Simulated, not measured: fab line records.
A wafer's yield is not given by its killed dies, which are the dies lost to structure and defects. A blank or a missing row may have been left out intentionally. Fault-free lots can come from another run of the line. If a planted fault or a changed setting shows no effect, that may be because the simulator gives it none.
Which tool did it? -- flow n5_finfet -- 7 lots, 21 wafers sampled, at 8 steps of a route of 1938

## WHAT EACH GAUGE READ, for each wafer
N5_BEOL_M7_OCD_MEAS_38.
lot,measured,on,trench_depth_nm (nm)
L801,day 11 00:02,ocd-02,94.0 91.8 93.8
L802,day 11 09:03,ocd-02,94.9 93.7 97.5
L807,day 12 01:49,ocd-02,93.9 95.9 96.4
L813,day 14 01:26,ocd-01,98.5 120.4 93.2
L814,day 14 01:15,ocd-01,93.4 91.3 93.9
L816,day 14 19:23,ocd-02,93.3 93.7 90.5
L818,day 15 05:37,ocd-02,91.7 93.2 93.7

N5_BEOL_M7_THK_MEAS_53: measures by xrf.
lot,measured,on,M7_THK (nm)
L801,day 11 03:38,film_metro-02,81.7 78.6 82.2
L802,day 11 13:08,film_metro-02,81.2 81.8 85.3
L807,day 12 03:56,film_metro-02,80.1 84.2 85.1
L813,day 14 04:14,film_metro-01,85.9 107.1 80.2
L814,day 14 03:43,film_metro-02,81.6 79.9 78.4
L816,day 14 21:40,film_metro-01,80.7 81.3 80.4
L818,day 15 09:58,film_metro-01,80.3 82.2 81.0

N5_BEOL_M7_RS_MEAS_57: a four-point-probe measurement.
lot,measured,on,M7_RS (ohm/sq)
L801,day 11 03:46,film_metro-02,0.284 0.300 0.286
L802,day 11 13:32,film_metro-02,0.285 0.284 0.270
L807,day 12 04:04,film_metro-02,0.290 0.277 0.272
L813,day 14 04:22,film_metro-01,0.268 0.207 0.288
L814,day 14 03:51,film_metro-02,0.285 0.294 0.300
L816,day 14 21:48,film_metro-02,0.290 0.285 0.288
L818,day 15 10:06,film_metro-02,0.289 0.279 0.284

N5_BEOL_M15_RC_MEAS_101.
lot,measured,on,COMB_M10 (S/m),COMB_M11 (S/m),COMB_M12 (S/m),COMB_M13 (S/m),COMB_M14 (S/m),COMB_M15 (S/m),COMB_M5 (S/m),COMB_M6 (S/m),COMB_M8 (S/m),COMB_M9 (S/m),SERP_M10 (ohm/um),SERP_M11 (ohm/um),SERP_M12 (ohm/um),SERP_M13 (ohm/um),SERP_M14 (ohm/um),SERP_M5 (ohm/um),SERP_M6 (ohm/um),SERP_M7 (ohm/um),SERP_M7_max_site (ohm/um),SERP_M8 (ohm/um),SERP_M9 (ohm/um)
L801,day 13 13:43,prober-01,1.8e-11 1.3e-11 1.3e-11,1.39e-11 1.16e-11 1.44e-11,6.5e-12 7.4e-12 7.8e-12,5e-12 4.4e-12 6e-12,2.5e-12 3.4e-12 3.1e-12,2e-12 2.1e-12 2.6e-12,3.2e-11 2.9e-11 3.3e-11,3.1e-11 4e-11 2.1e-11,3.2e-11 3.5e-11 2.8e-11,1.72e-11 1.82e-11 1.35e-11,3.17 3.20 3.03,3.17 3.24 3.05,0.624 0.620 0.632,0.299 0.299 0.301,0.168 0.160 0.163,41.4 39.1 39.8,14.7 14.8 15.9,13.7 14.4 13.8,14.1 15.1 14.7,13.9 13.7 14.4,3.07 3.06 3.20
L802,day 14 03:00,prober-02,1.4e-11 1.1e-11 1.1e-11,1.2e-11 1.57e-11 1.75e-11,7.8e-12 7.5e-12 9e-12,4.2e-12 5e-12 5e-12,4e-12 4.2e-12 3.8e-12,2.9e-12 2.3e-12 2e-12,5.1e-11 3.8e-11 3.7e-11,2.3e-11 2.1e-11 2.8e-11,2.2e-11 2.6e-11 2.6e-11,1.31e-11 1.39e-11 1.51e-11,3.11 3.08 3.28,3.05 3.07 3.06,0.649 0.609 0.633,0.305 0.297 0.310,0.159 0.158 0.157,40.5 40.1 39.4,14.0 14.1 13.6,13.5 13.7 12.7,14.2 14.1 14.1,13.7 13.3 13.9,3.23 3.09 3.04
L807,day 14 15:34,prober-01,1.6e-11 1e-11 1.8e-11,1.68e-11 1.78e-11 1.73e-11,8.4e-12 4.7e-12 5.8e-12,4.5e-12 4.6e-12 4.6e-12,3.8e-12 5e-12 4.7e-12,2.2e-12 2.2e-12 1.8e-12,3.6e-11 4.9e-11 3.8e-11,2.1e-11 2.6e-11 3.4e-11,2.6e-11 2.9e-11 2.8e-11,1.3e-11 1.94e-11 1.49e-11,3.00 3.15 3.01,2.90 3.23 2.96,0.679 0.635 0.668,0.321 0.315 0.320,0.159 0.168 0.170,38.1 38.3 39.0,14.2 14.2 15.1,13.5 13.2 12.9,13.8 13.9 13.6,14.4 14.9 14.3,2.97 3.10 3.05
L813,day 16 13:17,prober-01,2.2e-11 1.7e-11 2.1e-11,1.27e-11 1.25e-11 1.2e-11,6.5e-12 5.3e-12 5.5e-12,3.6e-12 5.3e-12 4e-12,4.1e-12 3.5e-12 3.9e-12,2.7e-12 3.2e-12 3.5e-12,3.6e-11 2.6e-11 2.8e-11,3.2e-11 1.7e-11 1.9e-11,1.8e-11 2.8e-11 2.8e-11,1.14e-11 1.22e-11 1.32e-11,2.99 3.04 3.04,2.89 2.91 3.01,0.658 0.636 0.632,0.311 0.308 0.322,0.165 0.162 0.167,41.2 41.7 43.9,13.2 12.9 13.8,13.0 9.4 13.0,13.3 9.7 13.6,13.7 13.4 13.3,3.13 3.18 3.28
L814,day 16 14:13,prober-01,1.4e-11 1.2e-11 1.1e-11,1.91e-11 1.52e-11 1.24e-11,8.1e-12 5.3e-12 5.2e-12,4.8e-12 3.5e-12 4.2e-12,3.2e-12 3.8e-12 4.8e-12,2.5e-12 2.7e-12 3.2e-12,4.1e-11 3e-11 4.2e-11,2.1e-11 2.4e-11 2.1e-11,3.4e-11 3e-11 2.2e-11,1.8e-11 1.43e-11 1.4e-11,3.26 3.14 3.08,2.93 2.91 2.97,0.673 0.655 0.659,0.305 0.295 0.298,0.165 0.167 0.161,36.4 38.1 39.5,13.9 14.1 14.1,14.5 14.4 15.2,15.1 14.6 16.2,13.4 14.6 14.5,2.99 2.93 3.13
L816,day 17 07:19,prober-02,9e-12 1.7e-11 1.3e-11,1.85e-11 1.36e-11 1.28e-11,6.3e-12 6.1e-12 6.9e-12,5.2e-12 5e-12 5.1e-12,3.6e-12 3.2e-12 4.3e-12,1.7e-12 2.1e-12 1.9e-12,2.7e-11 4.5e-11 3.8e-11,3.2e-11 2.6e-11 2.7e-11,2.8e-11 1.7e-11 2.8e-11,2.11e-11 1.4e-11 1.24e-11,3.04 3.13 2.97,3.10 3.01 3.03,0.659 0.653 0.649,0.301 0.302 0.297,0.159 0.161 0.159,36.9 35.5 37.4,13.9 14.8 13.1,14.1 13.9 13.8,14.3 14.5 14.3,12.9 13.8 13.2,3.12 3.04 3.17
L818,day 18 02:53,prober-01,1.9e-11 1.6e-11 1.6e-11,1.41e-11 1.34e-11 1.25e-11,5.9e-12 6.4e-12 7.6e-12,2.8e-12 4.6e-12 4.9e-12,3.6e-12 3.4e-12 4.1e-12,1.8e-12 2e-12 2e-12,3.6e-11 3.2e-11 2.4e-11,2.6e-11 2.3e-11 2.6e-11,2.5e-11 2.7e-11 2.5e-11,1.17e-11 1.34e-11 1.57e-11,3.10 3.27 3.31,3.07 3.17 3.11,0.640 0.664 0.622,0.300 0.309 0.302,0.167 0.157 0.170,37.4 39.8 37.3,14.0 14.4 13.6,13.7 13.0 12.9,14.3 13.3 13.5,13.7 12.8 13.5,3.17 3.07 3.12

## EACH LOT AND THE TOOL THAT RAN IT (in order: tool; ch and the chambers of the sampled wafers; start)
lot,N5_BEOL_M7_STRIP_67,N5_BEOL_M7_STRIP_19,N5_BEOL_M7_TRENCH_ETCH_37,N5_BEOL_M7_STRIP_80
L801,"rie_diel-05 ch 0,2, day 10 22:13","rie_diel-05 ch 0,3, day 10 22:22","rie_diel-01 ch 0,1,3, day 10 23:53","rie_diel-01 ch 0,1,3, day 11 00:02 or earlier"
L802,"rie_diel-04 ch 0,1, day 11 05:12","rie_diel-05 ch 0,1,3, day 11 05:21","rie_diel-04 ch 0,1,2, day 11 08:53","rie_diel-04 ch 0,1,2, day 11 09:03 or earlier"
L807,"rie_diel-04 ch 0,2, day 11 23:43","rie_diel-04 ch 0,2,3, day 11 23:52","rie_diel-04 ch 0,2, day 12 01:40","rie_diel-04 ch 0,2, day 12 01:49 or earlier"
L813,"rie_diel-04 ch 0,2,3, day 13 23:18","rie_diel-05 ch 0,1,2, day 13 23:31","rie_diel-04 ch 0,1,3, day 14 01:17","rie_diel-04 ch 0,1,3, day 14 01:26 or earlier"
L814,"rie_diel-01 ch 1,2,3, day 13 23:49","rie_diel-04 ch 0,1,2, day 14 00:04","rie_diel-01 ch 0,2,3, day 14 01:06","rie_diel-01 ch 0,2,3, day 14 01:15 or earlier"
L816,"rie_diel-01 ch 0,1,2, day 14 17:39","rie_diel-01 ch 1,2,3, day 14 17:49","rie_diel-01 ch 0,3, day 14 19:14","rie_diel-01 ch 0,3, day 14 19:23 or earlier"
L818,"rie_diel-05 ch 0,3, day 15 04:16","rie_diel-05 ch 0,1,3, day 15 04:26","rie_diel-01 ch 0,1,2, day 15 05:27","rie_diel-01 ch 0,1,2, day 15 05:37 or earlier"
- N5_BEOL_M7_STRIP_67: strips in CF4.
- N5_BEOL_M7_STRIP_19: strips in O2.
- N5_BEOL_M7_TRENCH_ETCH_37: etches SiCOH lowk in C4F6/O2, target depth 93.478 nm, time 31.2 s.
- N5_BEOL_M7_STRIP_80: strips in N2/H2, time 10 s.

## WHAT THE TOOLS THEMSELVES READ (means of the sampled wafers that have a number; where no wafer has one, the mark that the record gives instead)
N5_BEOL_M7_STRIP_67.
lot,tool,bias_power_w (W),drypump_motor_current_A (A),oes_product_au (a.u.),rf_vpp_V (V),showerhead_plenum_p_Torr (Torr),throttle_valve_pct (%)
L801,rie_diel-05,75.01,5.7,0.77,272.5,1.81,13.63
L802,rie_diel-04,74.71,6.1,0.78,272.2,1.84,13.71
L807,rie_diel-04,74.96,5.8,0.91,271.7,1.80,13.16
L813,rie_diel-04,75.19,5.9,0.86,271.1,1.80,13.27
L814,rie_diel-01,75.00,5.5,0.79,270.0,1.75,13.58
L816,rie_diel-01,75.26,5.4,0.80,270.2,1.78,13.61
L818,rie_diel-05,75.11,5.5,0.78,272.3,1.85,13.60

N5_BEOL_M7_STRIP_19.
lot,tool,drypump_motor_current_A (A),oes_product_au (a.u.),rf_vpp_V (V),showerhead_plenum_p_Torr (Torr),throttle_valve_pct (%)
L801,rie_diel-05,5.45,0.80,3.1,2.18,16.69
L802,rie_diel-05,5.40,0.76,3.6,2.14,16.67
L807,rie_diel-04,5.91,0.90,3.6,2.11,16.34
L813,rie_diel-05,5.50,0.75,3.2,2.13,16.66
L814,rie_diel-04,6.04,0.90,3.7,2.11,16.39
L816,rie_diel-01,5.55,0.78,4.3,2.05,16.69
L818,rie_diel-05,5.39,0.74,3.2,2.13,16.70

N5_BEOL_M7_TRENCH_ETCH_37.
lot,tool,drypump_motor_current_A (A),oes_product_au (a.u.),rf_vpp_V (V),run_length_s (s),showerhead_plenum_p_Torr (Torr),throttle_valve_pct (%)
L801,rie_diel-01,5.5,0.75,664,54.6,2.80,20.79
L802,rie_diel-04,6.1,0.84,667,54.8,2.87,20.73
L807,rie_diel-04,6.0,0.88,661,54.7,2.82,20.45
L813,rie_diel-04,6.0,0.92,666,57.9,2.91,20.81
L814,rie_diel-01,5.5,0.81,665,54.6,2.79,20.92
L816,rie_diel-01,5.4,0.74,654,54.8,2.81,20.89
L818,rie_diel-01,5.4,0.79,666,54.3,2.82,20.98

N5_BEOL_M7_STRIP_80.
lot,tool,bias_power_w (W),drypump_motor_current_A (A),oes_product_au (a.u.),rf_vpp_V (V),showerhead_plenum_p_Torr (Torr),throttle_valve_pct (%)
L801,rie_diel-01,7.013,5.5,0.75,58.7,2.50,23.50
L802,rie_diel-04,6.981,6.0,0.83,58.9,2.56,23.45
L807,rie_diel-04,7.017,6.0,0.88,59.0,2.52,23.28
L813,rie_diel-04,7.002,6.0,0.91,59.7,2.59,23.50
L814,rie_diel-01,6.991,5.4,0.81,59.0,2.48,23.60
L816,rie_diel-01,7.008,5.4,0.74,59.4,2.50,23.54
L818,rie_diel-01,7.014,5.4,0.80,59.3,2.51,23.58

## THE ANSWER, worked out from the rows above alone
Rule: the usual values come from the lots themselves. The widest of any qualifying gaps counts: lots, ordered by their means at a reading, are off when they make up no more than a third of the lots, leave a main group of 4 or more, and stand apart from it by 3 or more times the standard deviation of that group's means. The tables above print the reading to a certain number of digits; a main group whose means all agree to those digits is not used. Also off: a lot with no number at a reading for which 4 or more lots have one. All remaining lots with rows at the step are treated as sound. First the gauges in route order, then the tools' own readings, where a lot's mean is used as printed above. The first step at which some lot is off is used, and at that step the reading that is off furthest; a lot without a number counts as furthest.
Off: L813, at N5_BEOL_M7_OCD_MEAS_38 (trench_depth_nm). Main group: mean 93.7 nm, sd 1.2.
A tool fits if, at a process step before that reading, it ran every lot that is off, and no sound lot after the first of them. Not tried: the gauges at N5_BEOL_M7_OCD_MEAS_38; whatever is off there is also off at N5_BEOL_M7_THK_MEAS_53, on other tools, and gauge error can't account for it. N5_BEOL_M7_STRIP_80: start missing for some lots; hours and lot order therefore follow N5_BEOL_M7_OCD_MEAS_38. One fits: N5_BEOL_M7_STRIP_67 and N5_BEOL_M7_TRENCH_ETCH_37 and N5_BEOL_M7_STRIP_80 on rie_diel-04. At N5_BEOL_M7_STRIP_67 its last sound lot is L807 (day 11 23:43), its first lot that is off L813 (day 13 23:18): a fault that began between those two fits.

## WHAT THE SIMULATOR HAD INSERTED
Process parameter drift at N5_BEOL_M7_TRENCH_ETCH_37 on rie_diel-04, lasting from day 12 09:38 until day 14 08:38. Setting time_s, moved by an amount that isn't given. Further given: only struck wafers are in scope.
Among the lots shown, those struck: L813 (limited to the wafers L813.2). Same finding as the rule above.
